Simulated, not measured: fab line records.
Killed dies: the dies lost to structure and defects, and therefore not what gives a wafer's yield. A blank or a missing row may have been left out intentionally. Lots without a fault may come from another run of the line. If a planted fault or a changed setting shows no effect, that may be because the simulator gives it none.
A lot that was struck, set against a sound lot || flow n5 finfet || 37 steps out of a route of 1938
Sound: these wafers, L996.2, L996.4, L996.6. Struck: wafers L984.3, L984.5 (left out: L984.2, a lot-mate that was not struck); the cause follows at the end.
For every step that has rows: the tool of each side, followed by ch and its chambers, followed by its first start. Under that, the readings that differ: sound wafers || struck wafers || difference of the means || sigmas: that difference in standard deviations of wafers without a fault.
alike: words and numbers the same on both sides, and readings whose means are apart by under 2 such deviations; not compared: readings that were withheld, readings missing a value for some wafer, numbers with overlapping values and no deviation given by the record, and bounds like >300 which may hide the same value.
The two part at a step that has a row with sigmas, a row that says differs or no value, or rows on one side only. Non-overlapping numbers with no deviation appear without sigmas and do not part them. Lack of a reading on every wafer of one side parts them only where that side has two or more wafers.

first, 9 steps without rows for these wafers: N5_BEOL_M4_ANNEAL_95 (time 240 s); N5_BEOL_M4_SPUTTER_96 (material Cu, target thk 4.5 nm, time 8.29 s); N5_BEOL_M4_ECD_50 (material Cu, target thk 300 nm); N5_BEOL_M4_ANNEAL_51 (time 90 s); N5_BEOL_M4_CMP_52 (polishes, stops on SiOC, t overpolish 6.8 s, target thk 40 nm); N5_BEOL_M4_PRE_CLEAN_60 (time 15 s); N5_BEOL_M4_CO_CAP_55 (material Co, precursor CCTBA/H2, target thk 2 nm, time 102.1 s); N5_BEOL_M4_PRE_CLEAN_56 (time 15 s); N5_BEOL_M4_DEP_57 (deposits SiCN from 3MS/NH3, target thk 8 nm, time 14 s).
N5_BEOL_M4_RC_MEAS_101:
  sound on prober-01 ch 0, day 14 05:59; struck on prober-02 ch 0, day 11 12:56
  alike: DIBL_N, DIBL_P, IOFF_N, IOFF_P, ION_N, ION_P, SS_N, SS_P, VT_N, VT_P
then, 24 steps without rows for these wafers: N5_BEOL_M5_ILD_DEP_00 (deposits SiCOH lowk from DEMS/porogen, target thk 140.64 nm, time 25.9 s); N5_BEOL_M5_CURE_79 (cures SiCOH lowk, time 240 s); N5_BEOL_M5_PECVD_70 (deposits SiO2 from TEOS/O2, target thk 16 nm, time 18 s); N5_BEOL_M5_HM_DEP_02 (deposits TiN, target thk 20 nm); N5_BEOL_M5_COAT_59 (time 60 s, resist thk 60 nm); N5_BEOL_M5_COAT_60 (time 60 s, resist thk 12 nm); N5_BEOL_M5_COAT_71 (time 60 s, resist thk 5 nm); N5_BEOL_M5_COAT_05 (resist thk 30 nm); N5_BEOL_M5_EBR_07; N5_BEOL_M5_SOFTBAKE_06 (time 60 s); N5_BEOL_M5_EXPOSE_08 (exposes mask M5, target cd 28 nm); N5_BEOL_M5_PEB_09 (peb time 60 s); N5_BEOL_M5_DEVELOP_10 (develop time 30 s); N5_BEOL_M5_DESCUM_16 (chemistry O2, time 7 s); N5_BEOL_M5_ETCH_72 (etches underlayer in N2/H2, target depth 6.5 nm, time 5.2 s); N5_BEOL_M5_ETCH_61 (etches SiARC in CF4, target depth 15.6 nm, time 26 s); N5_BEOL_M5_ETCH_62 (etches SOC in N2/H2, target depth 75 nm, overetch 15 nm, time 112.5 s); N5_BEOL_M5_STRIP_63 (strips in N2/H2); N5_BEOL_M5_STRIP_73 (strips in N2/H2); N5_BEOL_M5_STRIP_64 (strips in CF4); N5_BEOL_M5_HM_OPEN_17 (chemistry Cl2/BCl3, target TiN, target depth 20 nm, overetch 6 nm); N5_BEOL_M5_STRIP_19 (strips in O2); N5_BEOL_M5_COAT_65 (time 60 s, resist thk 60 nm); N5_BEOL_M5_COAT_66 (time 60 s, resist thk 12 nm).
-- the record jumps here: 2 days lie between the struck wafers' starts before and after (it left off in module BEOL_M5 and takes up again in module BEOL_M10, whose first step shown is number 1524 of the route) --
N5_BEOL_M10_ALD_74: deposits TaN, target thk 2 nm, pulse time 2 s, purge time 3 s.
  sound on ald metal-02 ch 0,1,3, day 16 07:29; struck on ald metal-03 ch 1,3, day 13 14:15
{"reading": "ald cycles", "sound": "40 40 40", "struck": "22 22", "difference": -18, "sigmas": ""}
{"reading": "susceptor temp C (C)", "sound": "275.13 274.49 274.86", "struck": "- -", "difference": "no value on the struck wafers", "sigmas": ""}
{"reading": "model.TaN_of_BEOL_M10_ALD_74.thk nm (nm)", "sound": "2 2 2", "struck": "1 1.2", "difference": -1, "sigmas": ""}
  alike: heater power w
N5_BEOL_M15_RC_MEAS_101:
  sound on prober-02 ch 0, day 18 05:57; struck on prober-01 ch 0, day 15 00:15
{"reading": "COMB_M10 (S/m)", "sound": "1.2e-11 1.4e-11 1.2e-11", "struck": "5.5e-11 7.3e-11", "difference": "+5.1e-11", "sigmas": "+17"}
{"reading": "COMB_M10_max_site (S/m)", "sound": "1.7e-11 2.9e-11 2.2e-11", "struck": "9.2e-11 1.04e-10", "difference": "+7.5e-11", "sigmas": "+15"}
  alike: COMB_M11, COMB_M12, COMB_M13, COMB_M14, COMB_M15, COMB_M5, COMB_M6, COMB_M7, COMB_M8, COMB_M9, SERP_M10, SERP_M11, SERP_M12, SERP_M13, SERP_M14, SERP_M14_max_site, SERP_M5, SERP_M6, SERP_M7, SERP_M7_max_site, SERP_M8, SERP_M9
N5_PASSIVATION_PROBE_49:
  rows exist in the record for the struck wafers here (prober-01, day 15 15:41), but not for the sound ones

== WHERE THEY PART ==
At N5_BEOL_M10_ALD_74 first; at N5_PASSIVATION_PROBE_49 last (within this record only).

WHY: whatever the simulator had introduced
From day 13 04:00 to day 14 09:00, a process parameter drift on ald metal-03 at N5_BEOL_M10_ALD_74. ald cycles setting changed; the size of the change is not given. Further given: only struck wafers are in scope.
